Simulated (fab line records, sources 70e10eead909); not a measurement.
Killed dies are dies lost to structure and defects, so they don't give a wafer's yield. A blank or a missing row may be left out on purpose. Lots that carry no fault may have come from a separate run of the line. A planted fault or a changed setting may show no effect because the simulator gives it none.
Problem report, 8D (eight disciplines) form, completed by code | flow nand harc | the parts of the form that need people (team, actions taken, sign-off) are left out

## 1. THE PROBLEM
Wafers without a fault read 37.7 s with a standard deviation of 0.4, while run length s at NHARC_A_STAIRCASE_ETCH_451 averages 35.7 s across 2 wafers of 1 lot. Measured from the usual mean, that is -5.0 standard deviations.
The step: etches the open film in CF4/O2, target depth 30 nm, overetch 3 nm, time 16.5 s.
The first sign was on wafer L355.1 at day 21 11:41, on rie diel-13. Wafers with a number at this step in the record: 39, from 13 lots. Rule for "out", or "out of limits": more than 4 standard deviations from the usual mean. The rest of the wafers with a number are treated as sound.

## 2. WHAT IT IS, WHAT IT ISN'T
question                    | is                | is not
which readings at this step | run length s      | drypump motor current A, oes_ar_750_au, oes product au, rf vpp V, showerhead plenum p Torr, throttle valve pct
which lots                  | L355              | L344, L346, L347, L348, L349, L352, L361, L362, L363, L364, L365, L366
which wafers of those lots  | L355.1, L355.5    | L355.3
read on which tools         | rie diel-13       | rie diel-02, rie diel-04
when                        | from day 21 11:41 | up to then (19 sound wafers); but 18 sound wafers of L361, L362, L363, L364, L365, L366 came after

## 3. THE SUSPECTS, EACH WITH WHAT RULES IT OUT
Counting: a tool at a process step up to the reading stays a suspect if it ran every lot that is out. Sound lots after the first of them don't rule it out here, since some wafers of a struck lot are sound.
- plasma asher-01 at NHARC_A_STAIRCASE_STRIP_238 (strips in O2): kept. The lot that is out, L355, ran on it at day 21 03:44; the last sound lot it ran before that was L352, at day 20 03:25.
- pecvd-04 at NHARC_A_STAIRCASE_DEP_259 (deposits SiON, target thk 30 nm): kept. It ran the lot that is out, L355 (day 21 10:16).
- rie diel-13 at NHARC_A_STAIRCASE_ETCH_451 (etches the open film in CF4/O2, target depth 30 nm, overetch 3 nm, time 16.5 s): kept. The lot that is out, L355, ran on it at day 21 11:41; the last sound lot it ran before that was L348, at day 18 20:16. On those wafers its own readings are out: run length s.
- At NHARC_A_STAIRCASE_STRIP_238 on plasma asher-01, chamber 1 took the sound wafers of the same lots and chamber 0 took the wafers that are out.
- At NHARC_A_STAIRCASE_DEP_259 on pecvd-04, chamber 2 took the sound wafers of the same lots and chamber 1 took the wafers that are out.
- At NHARC_A_STAIRCASE_ETCH_451 on rie diel-13, chamber 1 took the sound wafers of the same lots and chamber 0 took the wafers that are out.
After the count, these remain: plasma asher-01 at NHARC_A_STAIRCASE_STRIP_238, pecvd-04 at NHARC_A_STAIRCASE_DEP_259 and rie diel-13 at NHARC_A_STAIRCASE_ETCH_451.

## 4. THE CAUSE (what the simulator had put in)
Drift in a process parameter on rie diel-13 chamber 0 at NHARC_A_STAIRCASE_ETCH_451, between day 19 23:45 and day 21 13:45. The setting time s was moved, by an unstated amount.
This tool is one of the 3 suspects left after counting.

## 5. THE EFFECT CHAIN, in route order
Each row: a reading whose mean over the struck wafers that have a number lies more than 3 standard deviations from the usual. Readings are gone through only where the record gives a usual standard deviation; hours: the median, over the lots, of the time from a lot's start at the first step in this table giving one to that lot's start at this step; sigmas: the change measured in usual standard deviations.
hours | step                       | reading      | usual  | on struck wafers | change | sigmas
0     | NHARC_A_STAIRCASE_ETCH_451 | run length s | 37.7 s | 35.7             | -2.0   | -5.0
Its process steps:
- NHARC_A_STAIRCASE_ETCH_451: etches the open film in CF4/O2, target depth 30 nm, overetch 3 nm, time 16.5 s.
Later measuring or inspecting steps at which every struck wafer that the step has a row for has a number for every such reading, and none has moved that far: NHARC_END_SORT_01.

## 6. WHAT WOULD HAVE CAUGHT IT SOONER
The fault began at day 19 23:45; the first out-of-limits reading in this record came at day 21 11:41, 36 hours later.
